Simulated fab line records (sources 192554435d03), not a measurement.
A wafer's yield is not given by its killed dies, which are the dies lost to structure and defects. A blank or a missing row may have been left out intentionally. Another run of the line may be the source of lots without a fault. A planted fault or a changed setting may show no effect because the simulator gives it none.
Split-lot study | flow n5_finfet | 21 wafers read across 7 lots, on a route 1938 steps long

== THE SPLIT ==
At N5_BEOL_M0_SAQP_PECVD_00 (deposits SiCN from 3MS/NH3, target thk 8 nm, time 14 s), the setting time_s was moved away from the recipe's 14 s on 7 of the 21 wafers read, by -11.1% to +8.7%. This setting was run at the recipe's value on the other wafers.

The split's own step is where the reading is taken.

== THE READING ==
SiCN_of_BEOL_M0_SAQP_PECVD_00.thk_nm (the simulator's own value, which no gauge read), in nm, at N5_BEOL_M0_SAQP_PECVD_00 (deposits SiCN from 3MS/NH3, target thk 8 nm, time 14 s). The file does not state a usual value for it. Here, 14 wafers ran the recipe; their average is 8.0 nm with a standard deviation of 0.21 nm.

wafer  | tool, chamber at the split | time_s as run, s | against the recipe | SiCN_of_BEOL_M0_SAQP_PECVD_00.thk_nm, nm | against lot-mates on the recipe
L074.1 | pecvd-01, 0                | 14               | recipe             | 7.8                                      | -
L074.2 | pecvd-01, 1                | 14               | recipe             | 8                                        | -
L074.3 | pecvd-01, 2                | 14.85            | +6.1%              | 8.2                                      | +0.3
L076.2 | pecvd-01, 0,1,1            | 14               | recipe             | 7.8                                      | -
L076.3 | pecvd-01, 0,1,1            | 14               | recipe             | 7.8                                      | -
L076.6 | pecvd-01, 0,1,1            | 14               | recipe             | 7.8                                      | -
L078.4 | pecvd-02, 1                | 14.69            | +4.9%              | 8.4                                      | +0.4
L078.5 | pecvd-02, 2                | 14               | recipe             | 8                                        | -
L078.6 | pecvd-02, 0                | 14.69            | +4.9%              | 8.6                                      | +0.6
L080.1 | pecvd-01, 1,2              | 14               | recipe             | 8                                        | -
L080.3 | pecvd-01, 1,2              | 14               | recipe             | 8                                        | -
L080.6 | pecvd-01, 2                | 14               | recipe             | 8.2                                      | -
L084.1 | pecvd-01, 0                | 14               | recipe             | 8                                        | -
L084.2 | pecvd-01, 2                | 12.44            | -11.1%             | 7.2                                      | -0.8
L084.4 | pecvd-01, 2                | 12.44            | -11.1%             | 7.2                                      | -0.8
L089.2 | pecvd-01, 0                | 15.22            | +8.7%              | 8.8                                      | +0.4
L089.4 | pecvd-01, 0                | 14               | recipe             | 8.2                                      | -
L089.6 | pecvd-01, 2                | 14               | recipe             | 8.6                                      | -
L093.2 | pecvd-01, 0                | 12.72            | -9.1%              | 7.2                                      | -0.9
L093.5 | pecvd-01, 2                | 14               | recipe             | 8.2                                      | -
L093.6 | pecvd-01, 0                | 14               | recipe             | 8                                        | -
Where a row lists several chambers, the file gives one row for several wafers and doesn't say which wafer went through which chamber.

FIT RESULTS
A straight line over all 21 wafers: SiCN_of_BEOL_M0_SAQP_PECVD_00.thk_nm changes by +0.0779 nm for each +1% of time_s; r = +0.89; the points scatter about the line by 0.2 nm.
The same after taking each lot's own level away (the mean of its wafers on the recipe; 21 wafers): +0.0734 nm for each +1%; r = +0.94; scatter 0.13 nm.
That fit puts the effect of the largest move of time_s on the reading at 0.82 nm.
From 7.80 to 8.40 nm: that is the span of the lots' own levels, equal to 2.8 times the standard deviation above.
So the lot-to-lot level changes the slope little: the two slopes agree.
Check: for one of the wafers moved furthest among these (-11.1%), held out of the fit, the line's prediction against its lot-mates is -0.845 nm. Against them it came out at -0.8 nm.

== OTHER SPLITS APPLIED TO THESE WAFERS ==
Note: prior to the reading, these wafers also went through further splits. Each is held against what the fit with the lots' levels taken away leaves over:
other split on the same wafers      | wafers away from the commonest value | r with SiCN_of_BEOL_M0_SAQP_PECVD_00.thk_nm (lot level and that fit taken away)
N5_HKMG_FIN_ETCH_55 time_s          | 8                                    | -0.05
N5_HKMG_FIN_PEB_10 peb_time_s       | 7                                    | +0.03
N5_HKMG_FIN_ETCH_32 bias_w          | 8                                    | +0.13
N5_GATE_CUT_CUT_ETCH_54 icp_w       | 7                                    | +0.05
N5_MOL_CONTACT_COAG_PECVD_31 temp_c | 5                                    | -0.10

== FILE'S OWN FIT ==
SiCN_of_BEOL_M0_SAQP_PECVD_00.thk_nm changes by +0.0722 nm for each +1% of time_s, r = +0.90.
